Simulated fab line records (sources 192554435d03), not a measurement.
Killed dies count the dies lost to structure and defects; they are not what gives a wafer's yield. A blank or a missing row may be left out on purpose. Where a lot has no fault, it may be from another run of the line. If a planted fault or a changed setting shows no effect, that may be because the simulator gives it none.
One fault seen from 2 desks | flow n5-finfet | each desk holds nothing but its own numbers, with what lay behind them at the end

FOR THE TOOL OWNER'S DESK: pecvd-03
The tool's own readings at N5_BEOL_M8_DEP_56 (deposits SiCN from 3MS/NH3, target thk 10 nm, time 17.5 s): means of the sampled wafers that have a number, for each lot that ran on this tool. Marked OUT: a lot whose mean sits more than 4 standard deviations from the usual mean, which makes it out of limits; the brackets give that distance.
Columns: A = showerhead-plenum-p-Torr at N5_BEOL_M8_DEP_56, usual 3.670 Torr; B = throttle-valve-pct at N5_BEOL_M8_DEP_56, usual 9.2 %
lot  | first seen here | A     | B
L171 | day 13 11:09    | 3.663 | 9.2
L181 | day 17 00:43    | 3.669 | 9.4
This desk found nothing out of limits on any of the 2 lots.

THE METROLOGY DESK
Means of the sampled wafers that have a number, per lot and without regard to the tool the lot ran on: this is what the gauges read. Marked OUT: a lot whose mean sits more than 4 standard deviations from the usual mean, which makes it out of limits; the brackets give that distance.
Columns: A = M8_THK at N5_BEOL_M8_THK_MEAS_53, usual 79.3 nm; B = M8_RS at N5_BEOL_M8_RS_MEAS_57, usual 0.291 ohm/sq
lot  | first seen here | A    | B
L171 | day 13 11:05    | 79.9 | 0.290
L172 | day 13 15:23    | 79.6 | 0.289
L173 | day 14 09:50    | 79.8 | 0.286
L181 | day 17 00:40    | 81.5 | 0.281
L185 | day 17 13:27    | 80.7 | 0.283
This desk found nothing out of limits on any of the 5 lots.

BROUGHT TOGETHER
The desk of the tool owner found nothing out of limits.
Nothing out of limits was seen by the metrology desk.

WHAT THE SIMULATOR HAD INSERTED
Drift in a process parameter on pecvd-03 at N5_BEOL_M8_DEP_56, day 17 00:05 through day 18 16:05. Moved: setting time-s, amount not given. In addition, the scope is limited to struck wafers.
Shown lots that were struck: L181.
